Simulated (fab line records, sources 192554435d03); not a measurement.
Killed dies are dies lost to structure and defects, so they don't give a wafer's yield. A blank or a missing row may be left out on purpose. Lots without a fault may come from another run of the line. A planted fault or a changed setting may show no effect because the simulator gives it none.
Chamber matching | flow n5_finfet | N5_HKMG_FIN_CMP_23 on cmp-03: 4 sister chambers
The step polishes, stops on SiNx, t overpolish 10 s, target thk 46.326 nm. 18 wafers are shown with their chamber, then 9 later ones without.

WAFERS WITH THEIR CHAMBER
wafer  | chamber | motor_current_A (A) | head_pressure_psi (psi) | time_to_endpoint_s (s)
L075.2 | 1       | 13.4                | 3.988                   | 13.2
L075.3 | 3       | 14.1                | 3.988                   | 11.7
L075.5 | 1       | 13.2                | 3.987                   | 12.0
L076.1 | 2       | 12.6                | 3.994                   | 11.2
L076.2 | 1       | 13.4                | 4.003                   | 9.4
L076.5 | 2       | 12.1                | 3.998                   | 12.0
L086.3 | 3       | 14.2                | 4.011                   | 7.6
L086.4 | 2       | 12.7                | 4.005                   | 12.8
L086.5 | 3       | 13.6                | 4.016                   | 8.5
L088.1 | 0       | 10.9                | 4.025                   | 14.4
L088.3 | 3       | 14.0                | 3.994                   | 11.9
L088.6 | 3       | 13.2                | 3.996                   | 12.2
L089.1 | 2       | 11.6                | 3.997                   | 12.9
L089.3 | 3       | 14.1                | 4.003                   | 8.8
L089.5 | 1       | 13.0                | 3.972                   | 7.1
L090.2 | 2       | 12.4                | 4.014                   | 14.5
L090.4 | 3       | 13.6                | 4.000                   | 11.6
L090.6 | 2       | 11.8                | 4.005                   | 12.9

SIGNATURES (means of the wafers above)
reading            | chamber 0 | chamber 1 | chamber 2 | chamber 3 | scatter within a chamber
motor_current_A    | 10.900    | 13.250    | 12.200    | 13.829    | 0.369
head_pressure_psi  | 4.02500   | 3.98750   | 4.00217   | 4.00114   | 0.00971
time_to_endpoint_s | 14.400    | 10.425    | 12.717    | 10.329    | 1.91
Rule: a wafer's distance from a chamber is the root of the sum, over the readings, of the square of ((its reading less the chamber's mean) divided by the reading's scatter). The wafer belongs to the nearest chamber; if the next one is less than 2 further off, it can't be placed. The scatter: the root of (the sum of the squares of (reading less its chamber's mean) over the shown wafers, divided by (wafers less chambers)).

WAFERS WITHOUT THEIR CHAMBER
wafer  | motor_current_A (A) | head_pressure_psi (psi) | time_to_endpoint_s (s)
L093.2 | 11.6                | 4.000                   | 16.2
L093.4 | 12.3                | 4.000                   | 13.6
L093.5 | 11.2                | 3.993                   | 16.0
L094.2 | 13.7                | 4.018                   | 14.6
L094.4 | 13.8                | 3.999                   | 14.6
L094.6 | 13.9                | 4.018                   | 14.5
L097.4 | 12.3                | 3.997                   | 13.6
L097.5 | 13.7                | 3.983                   | 11.3
L097.6 | 11.6                | 4.001                   | 14.2

WHICH CHAMBER EACH WENT THROUGH
wafer  | from the rows above          | in truth
L093.2 | can't be placed: 2 or 0      | 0
L093.4 | 2                            | 2
L093.5 | can't be placed: 2 or 0      | 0
L094.2 | can't be placed: 3 or 1 or 2 | 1
L094.4 | can't be placed: 3 or 1      | 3
L094.6 | can't be placed: 3 or 1      | 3
L097.4 | 2                            | 2
L097.5 | can't be placed: 1 or 3      | 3
L097.6 | can't be placed: 2 or 0      | 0
Placed correctly: 2 of 9. Can't be placed from these rows: 7 (the true chamber is among the candidates in 7). Placed wrongly: 0.
